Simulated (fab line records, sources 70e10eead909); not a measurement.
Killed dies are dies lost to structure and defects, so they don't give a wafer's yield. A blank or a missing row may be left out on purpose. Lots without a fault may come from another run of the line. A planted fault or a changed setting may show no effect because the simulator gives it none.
A struck lot beside a sound one | flow nand_harc | 36 steps out of a route of 1159
Sound: wafers L620.1, L620.5, L620.6. Struck: wafer L628.3. (L628.2, L628.6 of the same lot were not struck and are left out.) The cause comes at the end.
At each step with rows: each side's tool, then ch and its chambers, then its first start. Under that, the readings that differ: sound wafers | struck wafers | difference of the means | sigmas: that difference in standard deviations of wafers without a fault.
alike: readings whose means differ by less than 2 such deviations, and words and numbers that are the same on both sides. not compared: withheld readings, readings that some wafer has no value for, bounds like >300 that may hide the same value, and numbers for which the record gives no deviation and whose values overlap.
The two part at a step that has a row with sigmas, a row that says differs or no value, or rows on one side only. Numbers that don't overlap but have no deviation are shown without sigmas and don't part them. A reading that every wafer of one side lacks parts them only if that side has two wafers or more.

NHARC_P_START_INSPECT_01:
  sound on defect_inspect-02, day 3 06:02; struck on defect_inspect-01, day 5 06:02
  alike: raw_defect_count
then, 2 steps without rows for these wafers: NHARC_P_ZERO_WELL_PRECLEAN_00 (cleans in SPM, time 600 s); NHARC_P_ZERO_WELL_SRD_01.
NHARC_P_ZERO_WELL_PECVD_02: deposits SiO2, target thk 10 nm.
  sound on pecvd-02 ch 0,1,2, day 3 06:32; struck on pecvd-03 ch 0,2, day 5 06:27
then, 9 steps without rows for these wafers: NHARC_P_ZERO_WELL_DEHYDRATE_03 (time 120 s); NHARC_P_ZERO_WELL_HMDS_04 (time 30 s); NHARC_P_ZERO_WELL_COAT_64 (time 65 s); NHARC_P_ZERO_WELL_COAT_05 (resist thk 600 nm); NHARC_P_ZERO_WELL_SOFTBAKE_06 (time 70 s); NHARC_P_ZERO_WELL_EBR_07; NHARC_P_ZERO_WELL_EXPOSE_08 (exposes mask P ZERO, target cd 500 nm); NHARC_P_ZERO_WELL_PEB_09 (peb time 80 s); NHARC_P_ZERO_WELL_DEVELOP_10 (time 50 s).
NHARC_P_ZERO_WELL_CD_MEAS_11: target cd 500 nm.
  sound on cd_sem-03 ch 0, day 3 07:18; struck on cd_sem-02 ch 0, day 5 07:15
  alike: cd_nm
then, 1 step without rows for these wafers: NHARC_P_ZERO_WELL_HARDBAKE_12 (time 65 s).
NHARC_P_ZERO_WELL_DESCUM_13: chemistry O2, time 3 s.
  sound on rie_diel-08 ch 2,3, day 3 07:28; struck on rie_diel-05 ch 3, day 5 07:25
  reading      | sound          | struck | difference | sigmas
  rf_vpp_V (V) | 57.8 57.4 59.0 | 56.3   | -1.8       | -2
  alike: drypump_motor_current_A, oes_product_au, showerhead_plenum_p_Torr, throttle_valve_pct
  not compared: rf_hours_counter_h
NHARC_P_ZERO_WELL_ETCH_65: etches the open film in N2/H2, target depth 80 nm, overetch 24 nm, time 87.88 s.
  sound on rie_diel-08 ch 0,2,3, day 3 07:34; struck on rie_diel-05 ch 2, day 5 07:29
  alike: bias_w, drypump_motor_current_A, oes_product_au, rf_vpp_V, showerhead_plenum_p_Torr, throttle_valve_pct
  not compared: rf_hours_counter_h
NHARC_P_ZERO_WELL_ETCH_62: etches the open film in CHF3/Ar, target depth 13 nm, time 6.5 s.
  sound on rie_diel-08 ch 0,3; struck on rie_diel-05 ch 1
  reading                | sound                | struck | difference | sigmas
  bias_w (W)             | 201.1 200.9 200.2    | 198.4  | -2.3       | -4
  throttle_valve_pct (%) | 20.237 20.230 20.215 | 20.206 | -0.021     | -2
  alike: drypump_motor_current_A, oes_product_au, rf_vpp_V, showerhead_plenum_p_Torr
  not compared: rf_hours_counter_h
NHARC_P_ZERO_WELL_ETCH_63: etches the open film in HBr/Cl2, target depth 120 nm, time 40.1 s.
  sound on rie_si-04 ch 0,2,3, day 3 07:46; struck on rie_si-03 ch 1, day 5 07:40
  alike: bias_w, drypump_motor_current_A, oes_product_au, throttle_valve_pct
  not compared: rf_hours_counter_h
then, 9 steps without rows for these wafers: NHARC_P_ZERO_WELL_STRIP_15 (strips in SPM, time 900 s); NHARC_P_ZERO_WELL_DEHYDRATE_16 (time 120 s); NHARC_P_ZERO_WELL_HMDS_17 (time 30 s); NHARC_P_ZERO_WELL_COAT_18; NHARC_P_ZERO_WELL_SOFTBAKE_19 (time 95 s); NHARC_P_ZERO_WELL_EBR_20; NHARC_P_ZERO_WELL_EXPOSE_21 (exposes mask P NWELL, target cd 720 nm); NHARC_P_ZERO_WELL_PEB_22 (peb time 85 s); NHARC_P_ZERO_WELL_DEVELOP_23 (time 70 s).
NHARC_P_ZERO_WELL_CD_MEAS_24: target cd 720 nm.
  sound on cd_sem-01 ch 0, day 3 08:39; struck on cd_sem-01 ch 0, day 5 08:35
  alike: cd_nm
then, 1 step without rows for these wafers: NHARC_P_ZERO_WELL_HARDBAKE_25 (time 80 s).
NHARC_P_ZERO_WELL_DESCUM_26: chemistry O2, time 3 s.
  sound on rie_diel-08 ch 0,2,3, day 3 08:50; struck on rie_diel-05 ch 1, day 5 08:44
  alike: drypump_motor_current_A, oes_product_au, rf_vpp_V, showerhead_plenum_p_Torr, throttle_valve_pct
  not compared: rf_hours_counter_h
then, 2 steps without rows for these wafers: NHARC_P_ZERO_WELL_IMPLANT_27; NHARC_P_ZERO_WELL_IMPLANT_57.
NHARC_P_ZERO_WELL_INSPECT_43:
  sound on defect_inspect-01, day 3 13:40; struck on defect_inspect-02, day 5 13:35
  reading          | sound    | struck | difference | sigmas
  raw_defect_count | 14 16 17 | 458    | +442       | +79
NHARC_P_STI_INSPECT_11:
  sound on defect_inspect-01, day 4 05:23; struck on defect_inspect-01, day 6 06:39
  reading          | sound | struck | difference | sigmas
  raw_defect_count | 4 3 3 | 440    | +437       | +99 or more
-- the record jumps here: 17 days lie between the struck wafers' starts before and after (it left off in module P_STI and takes up again in module END, whose first step shown is number 1159 of the route) --
NHARC_END_SORT_01:
  the record has rows for the struck wafers here (prober-01 ch 0, day 23 09:50) and none for the sound ones

WHERE THEY PART
First at NHARC_P_ZERO_WELL_DESCUM_13; last, within this record, at NHARC_END_SORT_01.

WHY: what the simulator had put in
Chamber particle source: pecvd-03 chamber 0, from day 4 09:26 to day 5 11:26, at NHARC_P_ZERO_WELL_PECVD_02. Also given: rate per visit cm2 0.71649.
